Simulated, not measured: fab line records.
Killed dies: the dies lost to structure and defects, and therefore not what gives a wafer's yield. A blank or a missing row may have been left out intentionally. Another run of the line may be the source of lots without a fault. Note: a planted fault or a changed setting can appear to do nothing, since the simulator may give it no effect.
A struck lot beside a sound one / flow nand_harc / 13 steps out of a route of 1302
Sound: the wafers L587.3, L587.5, L587.6. Struck: wafers L581.1, L581.3, L581.5. The cause is given at the end.
At each step with rows: each side's tool, then ch and its chambers, then its first start. Under that, the readings that differ: sound wafers / struck wafers / difference of the means / sigmas: that difference in standard deviations of wafers without a fault.
alike: a reading whose means differ by less than 2 such deviations, as well as words and numbers matching on both sides. not compared: withheld readings; readings where some wafer has no value; bounds like >300 that might hide an equal value; numbers whose values overlap and for which the record gives no deviation.
Wherever a step has rows on one side only, a row that says differs or no value, or a row with sigmas, the two part there. Numbers that have no deviation but don't overlap get no sigmas and don't part them. A reading missing from all wafers of one side parts the sides only when that side holds two or more wafers.

NHARC_A_CONTACT_CVD_19: deposits W, target thk 300 nm, time 802 s.
  sound on cvd_w-02 ch 0,1; struck on cvd_w-02 ch 0,1
  alike: heater_power_w, throttle_valve_pct
NHARC_A_CONTACT_CMP_20: polishes, t overpolish 30 s, target thk 300 nm.
  sound on cmp-03 ch 1,2,3, day 29 18:04; struck on cmp-02 ch 1,2,3, day 26 10:41
  alike: motor_current_A, overpolish_run_s, time_to_endpoint_s
next, for these wafers, 1 step has no rows: NHARC_A_CONTACT_SRD_22.
NHARC_A_CONTACT_INSPECT_23:
  sound on defect_inspect-01, day 29 18:24; struck on defect_inspect-02, day 26 11:05
  alike: raw_defect_count
then, 7 steps without rows for these wafers: NHARC_A_BLC_DEHYDRATE_00 (time 120 s); NHARC_A_BLC_HMDS_01 (time 30 s); NHARC_A_BLC_COAT_02 (time 75 s); NHARC_A_BLC_COAT_03 (time 65 s); NHARC_A_BLC_COAT_04 (resist thk 90 nm); NHARC_A_BLC_SOFTBAKE_05 (time 55 s); NHARC_A_BLC_EBR_06.
NHARC_A_BLC_EXPOSE_07: exposes mask A BLC, target cd 100 nm.
  sound on arfi_scanner-01 ch 0, day 29 18:39; struck on arfi_scanner-02, day 26 11:19
  no value came back on the struck wafers for exposure_dose_mJ_cm2, focus_offset_nm (nm); on the sound wafers exposure_dose_mJ_cm2 reads 67.91 67.87 67.86
  alike: mask
then, 1 step without rows for these wafers: NHARC_A_BLC_PEB_08 (peb time 65 s).

## WHERE THEY PART
Only at NHARC_A_BLC_EXPOSE_07, within this record.

WHY: what the simulator had put in
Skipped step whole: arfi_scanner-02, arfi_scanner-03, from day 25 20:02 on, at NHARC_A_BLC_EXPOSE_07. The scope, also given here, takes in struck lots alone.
